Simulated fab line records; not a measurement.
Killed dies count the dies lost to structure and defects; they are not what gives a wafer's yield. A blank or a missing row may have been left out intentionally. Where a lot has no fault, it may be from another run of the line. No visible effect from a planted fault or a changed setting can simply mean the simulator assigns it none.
One fault seen from 2 desks -- flow n5 finfet -- every desk sees just its own numbers, and what lay behind them comes last

FROM THE METROLOGY DESK
What the gauges read for every lot (on any tool): the sampled wafers with a number, averaged. A lot is out of limits, marked OUT, if its mean lies more than 4 standard deviations from the usual mean; the brackets give that distance. Of its 11 readings 7 are shown: those that lie furthest out on some lot.
Columns: A = MD_CAP_THK at N5_MOL_CONTACT_COAG_THK_MEAS_29, usual 17.93 nm; B = DIBL_P at N5_BEOL_M4_RC_MEAS_101, usual 36.1 mV/V; C = IOFF_N at N5_BEOL_M4_RC_MEAS_101, usual 0.153 nA/um; D = IOFF_P at N5_BEOL_M4_RC_MEAS_101, usual 0.211 nA/um; E = ION_P at N5_BEOL_M4_RC_MEAS_101, usual 463 uA/um; F = SS_N at N5_BEOL_M4_RC_MEAS_101, usual 71.5 mV/dec; G = SS_P at N5_BEOL_M4_RC_MEAS_101, usual 73.3 mV/dec
lot,first seen here,A,B,C,D,E,F,G
L162,day 5 19:04,18.00,34.8,0.144,0.181,453,71.5,73.3
L163,day 5 23:11,17.98,36.9,0.156,0.192,461,71.2,73.4
L166,day 6 19:55,18.01,35.7,0.145,0.204,461,71.6,73.4
L167,day 6 23:46,17.93,38.2,0.185,0.245,467,71.9,73.2
L168,day 7 06:04,17.93,35.8,0.139,0.205,466,71.3,73.3
L174,day 8 18:39,17.82,36.2,0.144,0.197,462,71.4,73.1
L179,day 10 02:56,18.07,37.3,0.150,0.207,465,71.9,73.4
L180,day 10 07:05,17.94,35.2,0.138,0.186,454,70.5,73.3
L181,day 10 12:02,17.95,34.8,0.144,0.197,459,71.2,72.5
This desk's verdict: no lot among the 9 shows anything out of limits.

THE TOOL OWNER'S DESK: litho track-01
The tool's own readings at N5_MOL_CONTACT_COAG_COAT_76 (time 60 s, resist thk 10 nm): means of the sampled wafers that have a number, for each lot that ran on this tool. A lot is out of limits, marked OUT, if its mean lies more than 4 standard deviations from the usual mean; the brackets give that distance.
Columns: A = spin speed rpm at N5_MOL_CONTACT_COAG_COAT_76, usual 1500.1 rpm
lot,first seen here,A
L163,day 5 23:47,1498.2
L166,day 6 20:31,1163.0 (-99 or more) OUT
L167,day 7 00:22,1163.3 (-99 or more) OUT
L168,day 7 06:40,1163.3 (-99 or more) OUT
L179,day 10 03:32,1499.3
This desk finds L166, L167, L168 out of limits, L166 being first, at day 6 20:31 (spin speed rpm at N5_MOL_CONTACT_COAG_COAT_76). In limits: L163, L179.

PUT TOGETHER
On L166, L167, L168, at day 6 20:31, an alarm was possible from the tool owner's desk.
From the metrology desk's view, nothing was out of limits.
The metrology desk has L166, L167, L168 on record, within its limits.
Of the lots named, all ran N5_MOL_CONTACT_COAG_COAT_76 on litho track-01.

WHAT WAS PUT IN BY THE SIMULATOR
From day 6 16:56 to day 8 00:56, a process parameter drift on litho track-01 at N5_MOL_CONTACT_COAG_COAT_76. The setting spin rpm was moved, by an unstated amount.
Lots struck among those shown: L166, L167, L168.
Time in hours from fault onset to the first out-of-limits reading at each desk: the tool owner's desk, 4.
